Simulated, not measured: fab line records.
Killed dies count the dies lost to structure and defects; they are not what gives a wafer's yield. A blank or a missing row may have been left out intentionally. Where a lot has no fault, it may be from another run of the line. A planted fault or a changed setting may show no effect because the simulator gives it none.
Problem report, 8D (eight disciplines) form, completed by code    flow n5Finfet    the parts of the form that need people (team, actions taken, sign-off) are left out

## 1. WHAT WENT WRONG
rawDefectCount at N5_BEOL_M11_INSPECT_13 reads a mean of 1362 on 6 wafers of 2 lots; wafers without a fault read 401 with a standard deviation of 94. That is +10 standard deviations from the usual mean.
The step: inspects for defects (brightfield).
First seen on wafer L709.4, day 11 06:04, on defectInspect-02. At this step, 18 wafers from 6 lots have a number in the record. Rule for "out" (also "out of limits"): further than 4 standard deviations from the usual mean. The rest of the wafers with a number are treated as sound.

## 2. WHAT THIS IS AND IS NOT
question                     is                      is not
which readings at this step  rawDefectCount          -
which lots                   L709, L711              L706, L710, L713, L724
which wafers of those lots   all that have a number  -
read on which gauges         defectInspect-02        defectInspect-01
when                         from day 11 06:04       up to then (6 sound wafers); but 6 sound wafers of L713, L724 came after

## 3. WHAT RULES OUT EACH SUSPECT
Counting: a tool at a process step up to the reading stays a suspect if it ran every lot that is out and no sound lot after the first of them.
- the gauge at N5_BEOL_M11_INSPECT_13: ruled out. All the wafers that are out were read on defectInspect-02, but those of them that N5_PASSIVATION_PROBE_49 has rows for are out there too, on other tools.
- uvCure-01 at N5_BEOL_M11_CURE_71 (cures SiCOH lowk, time 240 s): ruled out as a lasting fault. Following L709 (day 11 01:56), the first lot on it that is out, the sound lots L713, L724 were run on it.
- pvdSputter-01 at N5_BEOL_M11_HM_DEP_02 (deposits TiN, target thk 20 nm): kept. All lots that are out passed through it, beginning with L709 at day 11 05:31, and no sound lot followed; its final sound lot before that point was L710 at day 11 05:19.
Remaining after the count: pvdSputter-01 at N5_BEOL_M11_HM_DEP_02.

## 4. THE CAUSE (what the simulator had put in)
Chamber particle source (pvdSputter-01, N5_BEOL_M11_HM_DEP_02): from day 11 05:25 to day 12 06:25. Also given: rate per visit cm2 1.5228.
The count eliminated every tool but this one.

## 5. THE CHAIN OF EFFECTS, in route order
One row per reading whose mean, taken over the struck wafers that have a number, lies over 3 standard deviations from the usual. Scope: only readings with a usual standard deviation given in the record; hours: median across lots of the time from each lot's start at the first step in this table that gives one to its start at this step; sigmas: change in usual standard deviations.
hours  step                     reading              usual   on struck wafers  change  sigmas
0      N5_BEOL_M11_INSPECT_13   rawDefectCount       401     1362              +961    +10
47     N5_PASSIVATION_PROBE_49  defectLimitedYield   91.0 %  80.2              -10.8   -8.3
47     N5_PASSIVATION_PROBE_49  killed_at_M4_up      14      158               +144    +26
47     N5_PASSIVATION_PROBE_49  killedDies           107     233               +126    +8.4
47     N5_PASSIVATION_PROBE_49  sort_bin_5_function  5.3 %   11.8              +6.5    +7.2
47     N5_PASSIVATION_PROBE_49  sortNPass            1073    947               -126    -8.4
47     N5_PASSIVATION_PROBE_49  sortYieldPct         91.0 %  80.2              -10.8   -8.3
Its process steps:
- N5_PASSIVATION_PROBE_49

## 6. WHAT WOULD HAVE CAUGHT IT SOONER
In this record the first reading out of limits at a measuring or inspecting step was taken at day 11 06:04, 1 hour after the fault began at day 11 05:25.
An alarm limit of 4 standard deviations would not have fired on the tool readings at N5_BEOL_M11_HM_DEP_02 for which the record gives a usual standard deviation, since none of them was out on any struck wafer.
Of the lots that are out (2), L711 began N5_BEOL_M11_HM_DEP_02 on pvdSputter-01 after day 11 06:04. A hold on the tool at that time would have spared it.
